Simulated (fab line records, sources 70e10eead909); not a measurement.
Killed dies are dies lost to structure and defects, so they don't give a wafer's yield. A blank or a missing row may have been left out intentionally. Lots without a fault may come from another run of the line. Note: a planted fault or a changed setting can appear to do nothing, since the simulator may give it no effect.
Matching of chambers + flow nandHarc + rieDiel-05 running NHARC_A_BONDPAD_DESCUM_11: 4 sister chambers
The step chemistry O2, time 3 s. 42 wafers are shown with their chamber, then 12 later ones without.

WAFERS PAIRED WITH THEIR CHAMBERS
| wafer  | chamber | drypumpMotorCurrentA (A) | throttleValvePct (%) | oesProductAu (a.u.) |
|--------|---------|--------------------------|----------------------|---------------------|
| L074.1 | 1       | 6.1                      | 11.306               | 1.006               |
| L074.3 | 0       | 5.0                      | 11.281               | 0.992               |
| L074.5 | 3       | 6.2                      | 11.321               | 0.983               |
| L077.4 | 1       | 6.1                      | 11.309               | 1.009               |
| L077.5 | 0       | 5.0                      | 11.320               | 0.990               |
| L077.6 | 1       | 6.1                      | 11.323               | 1.004               |
| L076.2 | 0       | 5.0                      | 11.309               | 0.993               |
| L076.4 | 1       | 6.1                      | 11.317               | 1.019               |
| L076.6 | 1       | 6.1                      | 11.311               | 1.006               |
| L078.1 | 0       | 5.0                      | 11.309               | 0.994               |
| L078.3 | 2       | 5.3                      | 11.307               | 1.011               |
| L078.6 | 1       | 6.1                      | 11.305               | 1.000               |
| L079.3 | 1       | 6.1                      | 11.294               | 1.005               |
| L079.5 | 0       | 5.0                      | 11.319               | 0.995               |
| L079.6 | 3       | 6.1                      | 11.311               | 1.002               |
| L081.2 | 0       | 5.0                      | 11.305               | 0.991               |
| L081.4 | 3       | 6.2                      | 11.325               | 0.991               |
| L081.5 | 3       | 6.2                      | 11.319               | 0.994               |
| L082.2 | 2       | 5.3                      | 11.295               | 0.991               |
| L082.5 | 0       | 5.0                      | 11.320               | 0.990               |
| L082.6 | 1       | 6.1                      | 11.299               | 0.983               |
| L084.3 | 0       | 5.0                      | 11.304               | 1.008               |
| L084.4 | 1       | 6.1                      | 11.321               | 1.003               |
| L084.5 | 0       | 5.0                      | 11.310               | 0.999               |
| L086.1 | 1       | 6.2                      | 11.305               | 1.009               |
| L086.3 | 2       | 5.2                      | 11.303               | 0.995               |
| L086.4 | 3       | 6.2                      | 11.316               | 1.001               |
| L088.1 | 3       | 6.2                      | 11.306               | 1.001               |
| L088.4 | 0       | 5.0                      | 11.314               | 0.997               |
| L088.5 | 1       | 6.1                      | 11.322               | 1.002               |
| L087.2 | 3       | 6.2                      | 11.299               | 0.993               |
| L087.3 | 1       | 6.1                      | 11.321               | 0.997               |
| L087.5 | 2       | 5.3                      | 11.311               | 0.992               |
| L089.2 | 1       | 6.1                      | 11.317               | 0.998               |
| L089.4 | 3       | 6.2                      | 11.309               | 1.010               |
| L089.5 | 3       | 6.2                      | 11.302               | 0.996               |
| L090.4 | 3       | 6.1                      | 11.324               | 1.001               |
| L090.5 | 1       | 6.1                      | 11.318               | 1.003               |
| L090.6 | 0       | 5.0                      | 11.306               | 1.005               |
| L091.2 | 1       | 6.1                      | 11.302               | 0.995               |
| L091.4 | 2       | 5.3                      | 11.302               | 0.982               |
| L091.5 | 0       | 5.0                      | 11.299               | 1.001               |

SIGNATURES (averages over the wafers above)
| reading              | chamber 0 | chamber 1 | chamber 2 | chamber 3 | scatter within a chamber |
|----------------------|-----------|-----------|-----------|-----------|--------------------------|
| drypumpMotorCurrentA | 5.000     | 6.107     | 5.280     | 6.180     | 0.0296                   |
| throttleValvePct     | 11.30800  | 11.31133  | 11.30360  | 11.31320  | 0.00945                  |
| oesProductAu         | 0.99625   | 1.00260   | 0.99420   | 0.99720   | 0.00764                  |
Rule: a wafer lies at a distance from a chamber equal to the root of the sum of squares, over the readings, of (its reading less the chamber's mean, divided by the reading's scatter). The wafer belongs to the nearest chamber; if the next one is less than 2 further off, it can't be placed. How the scatter is found: for the shown wafers, subtract from each reading the mean of its chamber, square and add these, divide the total by (wafers less chambers), then take the root.

WAFERS WITH NO CHAMBER GIVEN
| wafer  | drypumpMotorCurrentA (A) | throttleValvePct (%) | oesProductAu (a.u.) |
|--------|--------------------------|----------------------|---------------------|
| L093.3 | 6.1                      | 11.311               | 1.001               |
| L093.4 | 6.2                      | 11.321               | 0.997               |
| L093.6 | 6.1                      | 11.304               | 0.992               |
| L092.1 | 5.2                      | 11.319               | 1.004               |
| L092.2 | 5.0                      | 11.299               | 1.016               |
| L092.3 | 6.1                      | 11.327               | 1.004               |
| L094.2 | 5.0                      | 11.312               | 1.005               |
| L094.5 | 5.3                      | 11.336               | 1.005               |
| L094.6 | 6.1                      | 11.311               | 0.993               |
| L096.1 | 5.0                      | 11.288               | 0.998               |
| L096.3 | 6.1                      | 11.294               | 1.000               |
| L096.4 | 6.2                      | 11.321               | 1.004               |

WHICH CHAMBER EACH ONE RAN IN
| wafer  | from the rows above     | in truth |
|--------|-------------------------|----------|
| L093.3 | 1                       | 1        |
| L093.4 | 3                       | 3        |
| L093.6 | can't be placed: 1 or 3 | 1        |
| L092.1 | 2                       | 2        |
| L092.2 | 0                       | 0        |
| L092.3 | can't be placed: 1 or 3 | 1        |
| L094.2 | 0                       | 0        |
| L094.5 | 2                       | 2        |
| L094.6 | can't be placed: 1 or 3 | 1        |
| L096.1 | 0                       | 0        |
| L096.3 | can't be placed: 1 or 3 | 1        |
| L096.4 | can't be placed: 3 or 1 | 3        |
Placed correctly: 7 of 12. Not placeable from these rows: 5 (in 5, the candidates include the true chamber). Placed wrongly: 0.
